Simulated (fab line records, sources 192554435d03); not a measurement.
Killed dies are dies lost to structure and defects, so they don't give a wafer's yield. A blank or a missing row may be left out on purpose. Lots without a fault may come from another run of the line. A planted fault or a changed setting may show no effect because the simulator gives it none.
Chamber matching | flow n5_finfet | N5_HKMG_FIN_NWFM_ALD_20 on ald_metal-02: 4 sister chambers
The step deposits TiAlC, target thk 2 nm, pulse time 3 s, purge time 2 s. 8 wafers are shown with their chamber, then 8 later ones without.

WAFERS WITH THEIR CHAMBER
wafer  | chamber | heater_power_w (W) | precursor_pulse_height_rel
L079.3 | 0       | 548                | 0.979
L083.1 | 2       | 546                | 0.974
L083.3 | 3       | 371                | 1.001
L083.4 | 1       | 364                | 1.009
L088.3 | 2       | 560                | 1.018
L088.4 | 1       | 362                | 1.016
L088.5 | 0       | 553                | 1.005
L090.1 | 3       | 377                | 0.999

WAFERS WITHOUT THEIR CHAMBER
wafer  | heater_power_w (W) | precursor_pulse_height_rel
L090.2 | 369                | 1.004
L090.3 | 573                | 1.031
L095.1 | 562                | 0.991
L095.4 | 369                | 0.999
L095.6 | 547                | 1.017
L096.1 | 563                | 0.990
L096.4 | 572                | 0.996
L096.6 | 572                | 0.992

WHICH CHAMBER EACH WENT THROUGH
wafer  | from the rows above     | in truth
L090.2 | can't be placed: 3 or 1 | 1
L090.3 | can't be placed: 2 or 0 | 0
L095.1 | can't be placed: 2 or 0 | 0
L095.4 | can't be placed: 3 or 1 | 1
L095.6 | can't be placed: 0 or 2 | 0
L096.1 | can't be placed: 2 or 0 | 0
L096.4 | can't be placed: 2 or 0 | 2
L096.6 | can't be placed: 2 or 0 | 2
Placed correctly: 0 of 8. Can't be placed from these rows: 8 (the true chamber is among the candidates in 8). Placed wrongly: 0.
How it was worked out, from the rows above alone: a wafer's distance from a chamber is the root of the sum, over the readings, of the square of ((its reading less the chamber's mean) divided by the reading's scatter). The wafer belongs to the nearest chamber; if the next one is less than 2 further off, it can't be placed. A chamber's mean is the mean of its shown wafers. The scatter: the root of (the sum of the squares of (reading less its chamber's mean) over the shown wafers, divided by (wafers less chambers)).
